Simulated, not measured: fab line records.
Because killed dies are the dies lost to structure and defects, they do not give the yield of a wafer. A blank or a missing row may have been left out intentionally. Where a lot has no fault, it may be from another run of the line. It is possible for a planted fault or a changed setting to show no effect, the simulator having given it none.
fab line records ; flow nandHarc
[record] lots = 12; wafers = 35; lastDay = 23
route steps=1159 shown P_ZERO_WELL@44 P_STI@80 END@1159
lots that met no fault: taken from a fault-free run of the same line
startH: the number of hours between the record's first day and the start of the first shown wafer of the lot ; waitH: hours since the lot's step before ; " repeats the value in the row above ; L1.1+2: one row covering several wafers at once ; - value missing, or start not given ; * or withheld: withheld ; < > ~ a bound
route shown NAME@n: names a module that has steps shown in the file, with the first one's number in the route ; usual: mean/standard deviation taken from wafers without a fault ; same: alike in all rows ; chamber/n: place in a boat ; sites: per-site readings ; _std_site: standard deviation across them ; _edge_site: mean of outer sites minus mean of inner sites ; radiusMm: for every site, how far away it sits from the centre of the wafer ; mask NAME#n: copy n ; behind: the most recent tool/chamber to have shaped the wafer ; hold: reason for holding the lot/hours on hold/outcome of the hold ; device: which transistor (n, p or np) failed to switch ; end of line: the tests these same wafers got at the end of their route ; where a step has no rows: the recipe by itself ; killed: not the wafer's yield, but the dies lost to structure and defects at the first sort ; map: a wafer's dies, x killed, . not, _ none there
set.NAME: the run value of the setting; set.NAME@STEP: its run value at that earlier step ; model.NAME: the simulator's own value behind a step, which no gauge read
one table for each step of the route and one row for each wafer, over a sample of lots
services: the hour from which a tool's chamber was out of use, counted from the record's first day as startH (under 0 if before that day), plus the number of hours and why
[[steps]]
[step NHARC_P_ZERO_WELL_CD_MEAS_37]
[recipe] targetCdNm = 720; landingEnergyEv = 500
[usual] cdNm = 720.3/1.3
lot.wafer;tool;chamber;startH;waitH;cdNm
L222.1;cdSem-02;0;16.25;-;718.5
L222.5;cdSem-02;0;16.25;-;718.2
L222.6;cdSem-02;0;16.25;-;719.6
L225.1;cdSem-03;0;34.11;-;721.6
L225.5;cdSem-03;0;34.11;-;721.3
L225.6;cdSem-03;0;34.11;-;721.3
L227.1;cdSem-02;0;46.22;-;723.0
L227.2;cdSem-02;0;46.22;-;720.4
L227.3;cdSem-02;0;46.22;-;721.3
L228.2;cdSem-03;0;51.98;-;720.6
L228.5;cdSem-03;0;51.98;-;720.0
L228.6;cdSem-03;0;51.98;-;721.5
L229.1;cdSem-01;0;58.02;-;719.6
L229.5;cdSem-01;0;58.02;-;720.3
L229.6;cdSem-01;0;58.02;-;720.6
L230.1;cdSem-01;0;64.14;-;719.7
L230.3;cdSem-01;0;64.14;-;720.2
L230.6;cdSem-01;0;64.14;-;719.0
L232.1;cdSem-02;0;76.11;-;720.6
L232.4;cdSem-02;0;76.11;-;718.8
L232.6;cdSem-02;0;76.11;-;718.9
L234.2;cdSem-02;0;88.34;-;721.1
L234.5;cdSem-02;0;88.34;-;720.8
L234.6;cdSem-02;0;88.34;-;721.6
L235.1;cdSem-02;0;94.09;-;717.7
L235.4;cdSem-02;0;94.09;-;718.2
L235.6;cdSem-02;0;94.09;-;718.9
L237.3;cdSem-01;0;106.26;-;720.7
L237.4;cdSem-01;0;106.26;-;719.6
L237.6;cdSem-01;0;106.26;-;720.0
L238.1;cdSem-03;0;111.97;-;718.6
L238.5;cdSem-03;0;111.97;-;720.3
L238.6;cdSem-03;0;111.97;-;719.2
L242.2;cdSem-03;0;136.47;-;722.4
L242.3;cdSem-03;0;136.47;-;721.7
[step NHARC_P_ZERO_WELL_DESCUM_54]
[recipe] timeS = 3; o2FlowSccm = 200; arFlowSccm = 0; biasPowerW = 0; chemistry = O2
[usual] drypumpMotorCurrentA = 5.7/0.4; oesProductAu = 1.000/0.0078; rfVppV = 57.8/0.89; showerheadPlenumPTorr = 1.93/0.1; throttleValvePct = 11.311/0.0092
lot.wafer;tool;chamber;startH;waitH;drypumpMotorCurrentA;oesProductAu;rfHoursCounterH;rfVppV;showerheadPlenumPTorr;throttleValvePct
L222.1;rieDiel-10;3;18.09;-;5.6;1.011;0;57.1;1.87;11.298
L222.6;rieDiel-10;0;18.09;-;5.6;1.003;-;58.7;2.06;11.306
L222.5;rieDiel-10;1;18.09;-;5.9;0.999;-;57.5;1.79;11.310
L225.1;rieDiel-04;3;35.81;-;6.5;0.994;6;57.2;1.84;11.310
L225.5;rieDiel-04;2;35.81;-;6.4;1.006;-;56.8;1.89;11.307
L225.6;rieDiel-04;3;35.81;-;6.4;1.006;-;56.7;1.84;11.299
L227.1;rieDiel-04;2;48.06;-;6.4;1.003;7;57.0;1.89;11.317
L227.3;rieDiel-04;0;48.06;-;5.7;1.011;7;59.7;2.06;11.323
L227.2;rieDiel-04;1;48.06;-;5.3;0.994;7;58.1;2.01;11.307
L228.2;rieDiel-04;3;53.83;-;6.5;1.003;8;58.2;1.84;11.313
L228.5;rieDiel-04;0;53.83;-;5.7;1.008;-;59.3;2.06;11.321
L228.6;rieDiel-04;1;53.83;-;5.3;0.986;-;58.0;2.01;11.306
L229.1;rieDiel-04;1;59.95;-;5.3;0.997;8;57.8;2.01;11.326
L229.6;rieDiel-04;2;59.95;-;6.4;0.999;-;56.8;1.89;11.322
L229.5;rieDiel-04;3;59.95;-;6.5;1.002;-;57.1;1.84;11.315
L230.1;rieDiel-10;0;65.98;-;5.6;1.003;4;59.5;2.06;11.303
L230.3;rieDiel-10;1;65.98;-;6.0;1.004;4;56.5;1.79;11.312
L230.6;rieDiel-10;3;65.98;-;5.6;1.011;-;56.9;1.87;11.335
L232.1;rieDiel-07;1;77.80;-;5.2;0.997;2;56.5;1.85;11.312
L232.4;rieDiel-07;0;77.80;-;6.0;1.003;1;58.2;1.84;11.320
L232.6;rieDiel-07;1;77.80;-;5.2;0.997;-;56.5;1.85;11.317
L234.2;rieDiel-04;3;90.14;-;6.5;0.984;9;56.9;1.84;11.315
L234.6;rieDiel-04;3;90.14;-;6.5;0.992;-;56.8;1.84;11.297
L234.5;rieDiel-04;0;90.14;-;5.7;0.995;-;57.8;2.06;11.318
L235.1;rieDiel-10;3;95.88;-;5.6;1.007;8;57.1;1.87;11.326
L235.4;rieDiel-10;1;95.88;-;5.9;0.985;7;57.5;1.79;11.325
L235.6;rieDiel-10;3;95.88;-;5.6;1.001;-;58.1;1.87;11.328
L237.3;rieDiel-10;2;108.08;-;5.5;1.002;7;59.9;2.06;11.315
L237.4;rieDiel-10;3;108.08;-;5.6;1.024;9;55.7;1.87;11.310
L237.6;rieDiel-10;2;108.08;-;5.5;0.997;-;58.5;2.06;11.314
L238.1;rieDiel-07;0;113.69;-;6.0;0.996;3;56.5;1.84;11.319
L238.6;rieDiel-07;1;113.69;-;5.2;0.990;-;56.9;1.85;11.298
L238.5;rieDiel-07;2;113.69;-;5.6;1.001;-;57.6;1.88;11.294
L242.2;rieDiel-10;3;138.30;-;5.6;1.007;11;58.5;1.86;11.307
L242.3;rieDiel-10;1;138.30;-;6.0;1.000;11;56.9;1.79;11.325
[step NHARC_P_STI_EXPOSE_06]
[recipe] na = 0.55; targetCdNm = 200; doseMj = 37.69; maskId = P_STI
lot.wafer;tool;chamber;startH;waitH;mask
L222.1+5+6;krfScanner-04;0;33.58;-;P_STI#0
L225.1+5+6;krfScanner-03;0;51.43;-;P_STI#0
L227.1+2+3;krfScanner-04;0;65.85;-;P_STI#0
L229.1+5+6;krfScanner-04;0;73.51;-;P_STI#0
L228.2+5+6;krfScanner-02;0;73.68;-;P_STI#0
L230.1+3+6;krfScanner-03;0;83.01;-;P_STI#0
L232.1+4+6;krfScanner-03;0;95.92;-;P_STI#0
L234.2+5+6;krfScanner-03;0;106.93;-;P_STI#0
L235.1+4+6;krfScanner-03;0;114.56;-;P_STI#0
L237.3+4+6;krfScanner-03;0;121.58;-;P_STI#0
L238.1+5+6;krfScanner-02;0;134.02;-;P_STI#0
L242.2+3;krfScanner-02;0;156.53;-;P_STI#0
[step NHARC_P_STI_CD_MEAS_09]
[recipe] targetCdNm = 200; landingEnergyEv = 500
[usual] cdNm = 199.4/1.8
lot.wafer;tool;chamber;startH;waitH;cdNm
L222.1;cdSem-01;0;33.74;-;196.6
L222.5;cdSem-01;0;33.74;-;195.9
L222.6;cdSem-01;0;33.74;-;198.6
L225.1;cdSem-03;0;51.58;-;201.6
L225.5;cdSem-03;0;51.58;-;201.1
L225.6;cdSem-03;0;51.58;-;199.3
L227.1;cdSem-01;0;66.00;-;200.4
L227.2;cdSem-01;0;66.00;-;197.7
L227.3;cdSem-01;0;66.00;-;198.7
L229.1;cdSem-03;0;73.67;-;198.7
L229.5;cdSem-03;0;73.67;-;197.0
L229.6;cdSem-03;0;73.67;-;199.7
L228.2;cdSem-02;0;73.83;-;196.7
L228.5;cdSem-02;0;73.83;-;199.5
L228.6;cdSem-02;0;73.83;-;198.4
L230.1;cdSem-01;0;83.16;-;198.0
L230.3;cdSem-01;0;83.16;-;200.3
L230.6;cdSem-01;0;83.16;-;201.9
L232.1;cdSem-03;0;96.08;-;196.9
L232.4;cdSem-03;0;96.08;-;197.6
L232.6;cdSem-03;0;96.08;-;194.0
L234.2;cdSem-03;0;107.07;-;199.9
L234.5;cdSem-03;0;107.07;-;201.9
L234.6;cdSem-03;0;107.07;-;200.7
L235.1;cdSem-03;0;114.71;-;201.0
L235.4;cdSem-03;0;114.71;-;197.2
L235.6;cdSem-03;0;114.71;-;198.8
L237.3;cdSem-01;0;121.73;-;202.8
L237.4;cdSem-01;0;121.73;-;201.3
L237.6;cdSem-01;0;121.73;-;203.3
L238.1;cdSem-01;0;134.17;-;204.3
L238.5;cdSem-01;0;134.17;-;201.4
L238.6;cdSem-01;0;134.17;-;200.7
L242.2;cdSem-01;0;156.69;-;193.0
L242.3;cdSem-01;0;156.69;-;191.3
[step NHARC_P_STI_INSPECT_11]
[usual] rawDefectCount = 5.6/2.5
lot.wafer;tool;chamber;startH;waitH;rawDefectCount
L222.1;defectInspect-01;-;33.86;0.0;4
L222.5;defectInspect-01;-;33.86;0.0;2
L222.6;defectInspect-01;-;33.86;0.0;7
L225.1;defectInspect-02;-;51.70;0.0;5
L225.5;defectInspect-02;-;51.70;0.0;4
L225.6;defectInspect-02;-;51.70;0.0;7
L227.1;defectInspect-02;-;66.13;0.0;9
L227.2;defectInspect-02;-;66.13;0.0;9
L227.3;defectInspect-02;-;66.13;0.0;7
L229.1;defectInspect-01;-;73.79;0.0;7
L229.5;defectInspect-01;-;73.79;0.0;9
L229.6;defectInspect-01;-;73.79;0.0;13
L228.2;defectInspect-02;-;73.95;0.0;1
L228.5;defectInspect-02;-;73.95;0.0;5
L228.6;defectInspect-02;-;73.95;0.0;4
L230.1;defectInspect-02;-;83.28;0.0;5
L230.3;defectInspect-02;-;83.28;0.0;8
L230.6;defectInspect-02;-;83.28;0.0;4
L232.1;defectInspect-01;-;96.21;0.0;7
L232.4;defectInspect-01;-;96.21;0.0;3
L232.6;defectInspect-01;-;96.21;0.0;4
L234.2;defectInspect-02;-;107.21;0.0;10
L234.5;defectInspect-02;-;107.21;0.0;5
L234.6;defectInspect-02;-;107.21;0.0;3
L235.1;defectInspect-01;-;114.83;0.0;5
L235.4;defectInspect-01;-;114.83;0.0;8
L235.6;defectInspect-01;-;114.83;0.0;4
L237.3;defectInspect-01;-;121.85;0.0;6
L237.4;defectInspect-01;-;121.85;0.0;6
L237.6;defectInspect-01;-;121.85;0.0;5
L238.1;defectInspect-01;-;134.30;0.0;5
L238.5;defectInspect-01;-;134.30;0.0;4
L238.6;defectInspect-01;-;134.30;0.0;5
L242.2;defectInspect-01;-;156.81;0.0;3
L242.3;defectInspect-01;-;156.81;0.0;7
[step NHARC_P_STI_OCD_MEAS_17]
[usual] trenchDepthNm = 302.2/2.9; trenchFootCdNm = 157.1/1.9
lot.wafer;tool;chamber;startH;waitH;trenchDepthNm;trenchFootCdNm
L222.1;ocd-01;-;34.52;0.1;297.2;155.2
L222.5;ocd-01;-;34.52;0.1;302.5;153.4
L222.6;ocd-01;-;34.52;0.1;297.4;156.4
L225.1;ocd-02;-;52.37;0.1;297.8;160.5
L225.5;ocd-02;-;52.37;0.1;300.0;159.3
L225.6;ocd-02;-;52.37;0.1;303.4;157.5
L227.1;ocd-02;-;66.79;0.1;303.1;158.0
L227.2;ocd-02;-;66.79;0.1;297.8;155.6
L227.3;ocd-02;-;66.79;0.1;303.7;156.4
L229.1;ocd-01;-;74.46;0.1;302.4;156.1
L229.5;ocd-01;-;74.46;0.1;308.0;154.0
L229.6;ocd-01;-;74.46;0.1;307.7;156.0
L228.2;ocd-02;-;74.63;0.1;303.4;154.3
L228.5;ocd-02;-;74.63;0.1;305.0;156.5
L228.6;ocd-02;-;74.63;0.1;304.2;156.3
L230.1;ocd-01;-;83.94;0.1;298.1;157.1
L230.3;ocd-01;-;83.94;0.1;304.4;158.0
L230.6;ocd-01;-;83.94;0.1;301.4;159.7
L232.1;ocd-02;-;96.87;0.1;304.1;154.8
L232.4;ocd-02;-;96.87;0.1;305.8;155.0
L232.6;ocd-02;-;96.87;0.1;301.2;151.3
L234.2;ocd-01;-;107.88;0.1;302.1;157.6
L234.5;ocd-01;-;107.88;0.1;301.3;159.5
L234.6;ocd-01;-;107.88;0.1;305.1;157.9
L235.1;ocd-02;-;115.49;0.1;305.4;158.5
L235.4;ocd-02;-;115.49;0.1;302.0;155.9
L235.6;ocd-02;-;115.49;0.1;302.4;156.7
L237.3;ocd-02;-;122.51;0.1;300.3;160.2
L237.4;ocd-02;-;122.51;0.1;299.6;160.0
L237.6;ocd-02;-;122.51;0.1;299.5;160.8
L238.1;ocd-01;-;134.96;0.1;299.5;162.2
L238.5;ocd-01;-;134.96;0.1;300.6;159.6
L238.6;ocd-01;-;134.96;0.1;301.8;157.9
L242.2;ocd-02;-;157.48;0.1;305.6;150.6
L242.3;ocd-02;-;157.48;0.1;301.0;149.1
[step NHARC_END_SORT_01]
[recipe] tempC = 25
[usual] killedAtArray = 31/12; killedAtOther = 0.6/0.85; killedAtPeriphery = 3.0/2.3; killedDies = 35/12; killedOpen = 3.2/1.9; killedShort = 1.8/1.4
[same] grossDies = 677
lot.wafer;tool;chamber;startH;waitH;killedAtArray;killedAtOther;killedAtPeriphery;killedDies;killedOpen;killedShort
L222.1;prober-01;0;437.65;2.5;18;0;1;19;5;1
L222.5;prober-01;0;440.90;3.7;20;1;0;21;3;0
L222.6;prober-01;0;441.71;4.1;24;1;2;27;3;2
L227.1;prober-01;0;445.59;2.5;11;0;5;16;3;2
L227.2;prober-01;0;446.39;2.8;16;0;2;18;3;2
L227.3;prober-01;0;447.19;3.1;7;0;3;10;1;4
L225.1;prober-02;0;445.60;2.5;15;0;0;15;3;2
L225.5;prober-02;0;448.78;3.7;12;0;1;13;1;2
L225.6;prober-02;0;449.58;4.0;14;0;2;16;2;3
L228.2;prober-02;0;473.34;2.8;22;1;6;29;3;2
L228.5;prober-02;0;475.73;3.7;17;0;5;22;7;1
L228.6;prober-02;0;476.52;4.0;15;2;3;20;2;2
L230.1;prober-01;0;482.32;2.5;40;3;1;44;2;2
L230.3;prober-01;0;483.95;3.1;33;2;2;37;3;0
L230.6;prober-01;0;486.39;4.1;50;0;2;52;1;2
L229.1;prober-02;0;500.94;2.5;40;0;0;40;0;2
L229.5;prober-02;0;504.14;3.7;34;1;4;39;7;2
L229.6;prober-02;0;504.94;4.0;39;1;1;41;2;2
L232.1;prober-01;0;508.69;2.5;45;1;1;47;4;2
L232.4;prober-01;0;511.11;3.4;33;2;2;37;3;1
L232.6;prober-01;0;512.73;4.0;31;1;0;32;1;0
L234.2;prober-02;0;509.53;2.8;20;2;4;26;9;1
L234.5;prober-02;0;511.87;3.6;16;0;1;17;0;1
L234.6;prober-02;0;512.65;3.9;15;0;4;19;3;2
L237.3;prober-01;0;535.45;3.1;34;0;2;36;1;2
L237.4;prober-01;0;536.25;3.4;29;1;3;33;5;2
L237.6;prober-01;0;537.84;4.0;38;4;1;43;2;0
L235.1;prober-02;0;541.51;2.5;46;0;1;47;5;2
L235.4;prober-02;0;543.91;3.4;29;1;3;33;3;3
L235.6;prober-02;0;545.50;4.0;38;1;2;41;5;1
L238.1;prober-02;0;549.26;2.5;35;1;3;39;2;2
L238.5;prober-02;0;552.51;3.7;23;0;1;24;2;0
L238.6;prober-02;0;553.32;4.1;29;3;2;34;3;0
L242.2;prober-01;0;552.35;2.8;42;0;7;49;6;3
L242.3;prober-01;0;553.15;3.1;36;0;3;39;4;0
// killed by level:class
L222.1 A_SLIT:chamberFilmFlake=7 A_STAIRCASE:chamberFilmFlake=3 A_BLC:chamberFilmFlake=2 P_M0:geometricParticle:open=1 A_ONON_D1:geometricParticle:open=1 A_CHANNEL_FILL_D1:geometricParticle:open=1 A_CHANNEL_FILL_D1:geometricParticle:short=1 A_SGD_CUT:geometricParticle:open=1
L222.5 A_SLIT:chamberFilmFlake=12 A_BLC:chamberFilmFlake=3 A_WL_FILL:geometricParticle:open=2 A_WL_FILL:chamberFilmFlake=2 A_CHANNEL_HOLE_D1:geometricParticle:open=1 THIN_TSV:chamberFilmFlake=1
L222.6 A_SLIT:chamberFilmFlake=10 A_BLC:chamberFilmFlake=7 A_CHANNEL_HOLE_D1:chamberFilmFlake=2 P_M0:geometricParticle:open=1 P_M1:geometricParticle:open=1 A_ONON_D1:geometricParticle:short=1 A_ONON_D1:geometricParticle:open=1 A_WL_FILL:geometricParticle:short=1
L227.1 A_CHANNEL_HOLE_D1:chamberFilmFlake=3 P_ZERO_WELL:chamberFilmFlake=2 A_SLIT:chamberFilmFlake=2 A_CONTACT:chamberFilmFlake=2 P_CONTACT:geometricParticle:open=1 P_M2:geometricParticle:open=1 A_SOURCE_PLATE:geometricParticle:open=1 A_CHANNEL_FILL_D1:geometricParticle:short=1
L225.1 A_STAIRCASE:chamberFilmFlake=3 A_WL_FILL:chamberFilmFlake=3 A_CHANNEL_HOLE_D1:chamberFilmFlake=2 A_CONTACT:chamberFilmFlake=2 A_CHANNEL_FILL_D1:geometricParticle:open=1 A_SGD_CUT:geometricParticle:short=1 A_WL_FILL:geometricParticle:short=1 A_CONTACT:geometricParticle:open=1
L227.2 A_CONTACT:chamberFilmFlake=5 A_STAIRCASE:chamberFilmFlake=3 A_CHANNEL_HOLE_D1:chamberFilmFlake=2 P_ZERO_WELL:geometricParticle:open=1 A_CHANNEL_FILL_D1:geometricParticle:short=1 A_SGD_CUT:geometricParticle:short=1 A_WL_FILL:geometricParticle:open=1 A_M1:geometricParticle:open=1
L227.3 P_M0:geometricParticle:short=2 A_CONTACT:chamberFilmFlake=2 P_CONTACT:geometricParticle:open=1 A_SOURCE_PLATE:geometricParticle:short=1 A_SGD_CUT:geometricParticle:short=1 A_ZERO_WELL:chamberFilmFlake=1 A_CHANNEL_HOLE_D1:chamberFilmFlake=1 A_CHANNEL_FILL_D1:chamberFilmFlake=1
L225.5 A_CHANNEL_HOLE_D1:chamberFilmFlake=5 A_CONTACT:chamberFilmFlake=2 A_SGD_CUT:geometricParticle:short=1 A_WL_FILL:geometricParticle:short=1 A_M0:geometricParticle:open=1 P_GATE:chamberFilmFlake=1 A_STAIRCASE:chamberFilmFlake=1 A_SLIT:chamberFilmFlake=1
L225.6 A_CONTACT:chamberFilmFlake=3 A_BLC:chamberFilmFlake=3 A_CHANNEL_FILL_D1:geometricParticle:short=2 A_CONTACT:geometricParticle:open=2 P_GATE:chamberFilmFlake=2 A_CHANNEL_HOLE_D1:geometricParticle:short=1 A_CHANNEL_HOLE_D1:chamberFilmFlake=1 A_STAIRCASE:chamberFilmFlake=1
L228.2 A_STAIRCASE:chamberFilmFlake=8 A_CHANNEL_HOLE_D1:chamberFilmFlake=3 A_SLIT:chamberFilmFlake=3 A_CONTACT:chamberFilmFlake=3 P_GATE:chamberFilmFlake=2 P_M2:chamberFilmFlake=2 A_WL_FILL:chamberFilmFlake=2 P_STI:geometricParticle:short=1
L228.5 A_STAIRCASE:chamberFilmFlake=4 A_CONTACT:chamberFilmFlake=4 A_M0:geometricParticle:open=2 P_M2:chamberFilmFlake=2 P_CONTACT:geometricParticle:open=1 A_SOURCE_PLATE:geometricParticle:short=1 A_ONON_D1:geometricParticle:open=1 A_CONTACT:geometricParticle:open=1
L228.6 A_CHANNEL_HOLE_D1:chamberFilmFlake=6 A_STAIRCASE:chamberFilmFlake=4 A_SLIT:chamberFilmFlake=2 THIN_TSV:chamberFilmFlake=2 P_GATE:geometricParticle:short=1 P_M0:geometricParticle:open=1 A_CONTACT:geometricParticle:short=1 A_BLC:geometricParticle:open=1
L230.1 A_SLIT:chamberFilmFlake=15 A_CHANNEL_HOLE_D1:chamberFilmFlake=13 A_CONTACT:chamberFilmFlake=4 THIN_TSV:chamberFilmFlake=3 A_STAIRCASE:chamberFilmFlake=3 A_CHANNEL_FILL_D1:geometricParticle:open=1 A_CHANNEL_FILL_D1:geometricParticle:short=1 A_CONTACT:geometricParticle:short=1
L230.3 A_SLIT:chamberFilmFlake=16 A_CHANNEL_HOLE_D1:chamberFilmFlake=12 P_M2:chamberFilmFlake=2 A_STAIRCASE:chamberFilmFlake=2 A_WL_FILL:geometricParticle:open=1 A_BLC:geometricParticle:open=1 STARTING-WAFER:geometricParticle:open=1 A_CONTACT:chamberFilmFlake=1
L230.6 A_SLIT:chamberFilmFlake=18 A_CHANNEL_HOLE_D1:chamberFilmFlake=17 A_STAIRCASE:chamberFilmFlake=5 A_CONTACT:chamberFilmFlake=5 A_ONON_D1:geometricParticle:short=2 A_ZERO_WELL:chamberFilmFlake=2 P_M2:geometricParticle:open=1 P_STI:chamberFilmFlake=1
L229.1 A_SLIT:chamberFilmFlake=14 A_STAIRCASE:chamberFilmFlake=12 A_CONTACT:chamberFilmFlake=8 A_CHANNEL_HOLE_D1:chamberFilmFlake=3 A_SOURCE_PLATE:geometricParticle:short=1 A_WL_FILL:geometricParticle:short=1 A_WL_FILL:chamberFilmFlake=1
L229.5 A_STAIRCASE:chamberFilmFlake=13 A_SLIT:chamberFilmFlake=5 A_CHANNEL_HOLE_D1:chamberFilmFlake=4 A_CONTACT:chamberFilmFlake=4 A_BLC:geometricParticle:open=2 A_M0:geometricParticle:open=2 P_CONTACT:geometricParticle:open=1 P_M2:geometricParticle:open=1
L229.6 A_STAIRCASE:chamberFilmFlake=14 A_SLIT:chamberFilmFlake=9 A_CHANNEL_HOLE_D1:chamberFilmFlake=5 A_CONTACT:chamberFilmFlake=5 A_ONON_D1:geometricParticle:open=2 A_ONON_D1:geometricParticle:short=2 A_WL_FILL:chamberFilmFlake=2 P_STI:chamberFilmFlake=1
L232.1 A_SLIT:chamberFilmFlake=17 A_CHANNEL_HOLE_D1:chamberFilmFlake=14 A_STAIRCASE:chamberFilmFlake=6 A_CONTACT:geometricParticle:open=2 A_CONTACT:chamberFilmFlake=2 P_CONTACT:geometricParticle:open=1 A_ONON_D1:geometricParticle:open=1 A_WL_FILL:geometricParticle:short=1
L234.2 A_CHANNEL_HOLE_D1:chamberFilmFlake=7 A_CONTACT:chamberFilmFlake=6 P_CONTACT:geometricParticle:open=2 A_CONTACT:geometricParticle:open=2 A_STAIRCASE:chamberFilmFlake=2 P_CONTACT:geometricParticle:short=1 P_M1:geometricParticle:open=1 A_ONON_D1:geometricParticle:open=1
L232.4 A_CHANNEL_HOLE_D1:chamberFilmFlake=14 A_SLIT:chamberFilmFlake=11 A_STAIRCASE:chamberFilmFlake=3 A_ONON_D1:geometricParticle:open=2 A_WL_FILL:chamberFilmFlake=2 THIN_TSV:chamberFilmFlake=2 P_M0:geometricParticle:short=1 P_M0:geometricParticle:open=1
L234.5 A_CONTACT:chamberFilmFlake=12 A_STAIRCASE:chamberFilmFlake=2 A_WL_FILL:geometricParticle:short=1 P_STI:chamberFilmFlake=1 A_CHANNEL_HOLE_D1:chamberFilmFlake=1
L234.6 A_CONTACT:chamberFilmFlake=5 A_STAIRCASE:chamberFilmFlake=4 A_CONTACT:geometricParticle:open=2 A_CHANNEL_HOLE_D1:chamberFilmFlake=2 P_M0:geometricParticle:open=1 P_M2:geometricParticle:short=1 A_BLC:geometricParticle:short=1 P_GATE:chamberFilmFlake=1
L232.6 A_SLIT:chamberFilmFlake=13 A_CHANNEL_HOLE_D1:chamberFilmFlake=12 A_WL_FILL:chamberFilmFlake=3 A_CONTACT:chamberFilmFlake=2 A_ONON_D1:geometricParticle:open=1 THIN_TSV:chamberFilmFlake=1
L237.3 A_CHANNEL_HOLE_D1:chamberFilmFlake=25 A_STAIRCASE:chamberFilmFlake=3 A_WL_FILL:chamberFilmFlake=3 P_M0:geometricParticle:short=1 A_CHANNEL_FILL_D1:geometricParticle:short=1 A_CONTACT:geometricParticle:open=1 P_M2:chamberFilmFlake=1 A_CONTACT:chamberFilmFlake=1
L237.4 A_CHANNEL_HOLE_D1:chamberFilmFlake=21 A_STAIRCASE:chamberFilmFlake=3 P_STI:geometricParticle:open=1 P_CONTACT:geometricParticle:open=1 P_BONDPAD:geometricParticle:open=1 A_SGD_CUT:geometricParticle:short=1 A_SGD_CUT:geometricParticle:open=1 A_WL_FILL:geometricParticle:short=1
L237.6 A_CHANNEL_HOLE_D1:chamberFilmFlake=29 A_STAIRCASE:chamberFilmFlake=4 THIN_TSV:chamberFilmFlake=3 A_WL_FILL:chamberFilmFlake=2 A_CONTACT:chamberFilmFlake=2 A_SGD_CUT:geometricParticle:open=1 STARTING-WAFER:geometricParticle:open=1 P_M0:chamberFilmFlake=1
L235.1 A_SLIT:chamberFilmFlake=16 A_CHANNEL_HOLE_D1:chamberFilmFlake=12 A_STAIRCASE:chamberFilmFlake=6 A_CONTACT:geometricParticle:open=3 A_CONTACT:geometricParticle:short=2 A_ZERO_WELL:chamberFilmFlake=2 A_CONTACT:chamberFilmFlake=2 A_ONON_D1:geometricParticle:open=1
L235.4 A_SLIT:chamberFilmFlake=13 A_STAIRCASE:chamberFilmFlake=5 A_CHANNEL_HOLE_D1:chamberFilmFlake=4 A_CONTACT:chamberFilmFlake=2 P_GATE:geometricParticle:open=1 P_CONTACT:geometricParticle:short=1 P_M0:geometricParticle:open=1 A_SGD_CUT:geometricParticle:short=1
L235.6 A_SLIT:chamberFilmFlake=17 A_CHANNEL_HOLE_D1:chamberFilmFlake=8 A_STAIRCASE:chamberFilmFlake=6 A_CONTACT:chamberFilmFlake=2 P_STI:geometricParticle:short=1 A_ONON_D1:geometricParticle:open=1 A_CHANNEL_FILL_D1:geometricParticle:open=1 A_SGD_CUT:geometricParticle:open=1
L238.1 A_SLIT:chamberFilmFlake=20 A_CHANNEL_HOLE_D1:chamberFilmFlake=5 A_STAIRCASE:chamberFilmFlake=5 P_M2:geometricParticle:short=1 A_ONON_D1:geometricParticle:short=1 A_ONON_D1:geometricParticle:open=1 A_SGD_CUT:geometricParticle:open=1 P_ZERO_WELL:chamberFilmFlake=1
L242.2 A_CHANNEL_HOLE_D1:chamberFilmFlake=16 A_SLIT:chamberFilmFlake=16 A_CONTACT:chamberFilmFlake=4 P_M0:chamberFilmFlake=3 A_ONON_D1:geometricParticle:open=2 A_M0:geometricParticle:open=2 P_GATE:geometricParticle:open=1 P_M0:geometricParticle:short=1
L238.5 A_SLIT:chamberFilmFlake=13 A_CHANNEL_HOLE_D1:chamberFilmFlake=4 A_CONTACT:geometricParticle:open=2 A_STAIRCASE:chamberFilmFlake=2 P_BONDPAD:chamberFilmFlake=1 A_WL_FILL:chamberFilmFlake=1 A_CONTACT:chamberFilmFlake=1
L242.3 A_SLIT:chamberFilmFlake=18 A_CHANNEL_HOLE_D1:chamberFilmFlake=7 A_CONTACT:chamberFilmFlake=6 P_CONTACT:geometricParticle:open=2 A_STAIRCASE:chamberFilmFlake=2 A_ONON_D1:geometricParticle:open=1 A_CONTACT:geometricParticle:open=1 P_STI:chamberFilmFlake=1
L238.6 A_SLIT:chamberFilmFlake=14 A_CONTACT:chamberFilmFlake=5 A_CHANNEL_HOLE_D1:chamberFilmFlake=4 THIN_TSV:chamberFilmFlake=3 P_BONDPAD:chamberFilmFlake=2 A_STAIRCASE:chamberFilmFlake=2 A_CONTACT:geometricParticle:open=1 A_BLC:geometricParticle:open=1
[[services]]
tool;chamber;startH;hours;kind
krfScanner-03;-;-4.00;4.0;pm
rieDiel-10;-;-0.50;9.0;pm
rieDiel-04;0;17.40;-;clean
rieDiel-04;1;17.40;-;clean
rieDiel-04;2;17.40;-;clean
rieDiel-04;3;17.40;-;clean
rieDiel-04;1;35.42;5.6;repair
krfScanner-02;-;38.00;4.0;pm
rieDiel-04;0;41.90;-;clean
rieDiel-04;1;41.90;-;clean
rieDiel-04;2;41.90;-;clean
rieDiel-04;3;41.90;-;clean
rieDiel-07;-;51.47;9.0;pm
rieDiel-04;-;60.99;0.2;repair
rieDiel-10;2;63.48;14.2;repair
rieDiel-04;0;66.40;-;clean
rieDiel-04;1;66.40;-;clean
rieDiel-07;-;100.70;0.1;repair
krfScanner-04;-;101.39;17.0;repair
rieDiel-04;-;111.90;9.0;pm
rieDiel-07;2;118.57;8.7;repair
rieDiel-04;3;122.99;3.2;repair
krfScanner-04;-;126.00;4.0;pm
krfScanner-03;-;153.83;0.2;repair
[[key]]
[firstSign] step = NHARC_P_STI_CD_MEAS_09; reading = cdNm; direction = down; sigmas = 4; usual = 199.4; struck = 192.1
[effect] step = NHARC_P_STI_OCD_MEAS_17; reading = trenchFootCdNm; direction = down; sigmas = 3.9; usual = 157.1; struck = 149.9
metAt NHARC_P_STI_EXPOSE_06
struckLots L242
struckWafers L242.2,L242.3
testerLeftOut L242
notActingAt NHARC_P_ZERO_WELL_CD_MEAS_37,NHARC_P_ZERO_WELL_DESCUM_54,NHARC_P_STI_INSPECT_11
onsetBetween 134.02 156.53
alsoFits time
[fault] kind = processParameterDrift; tool = krfScanner-02; chamber = -; onsetH = 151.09; steps = NHARC_P_STI_EXPOSE_06; channel = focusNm; offset = 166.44; shape = step; endH = 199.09; scope = struckWafersOnly
// testerLeftOut: of these lots the tester's yield and bins aren't shown, on N5 and GAA mostly nor the transistor test; their killed dies are dies lost to structure and defects alone, not to doping, threshold or leakage, so they don't give the yield
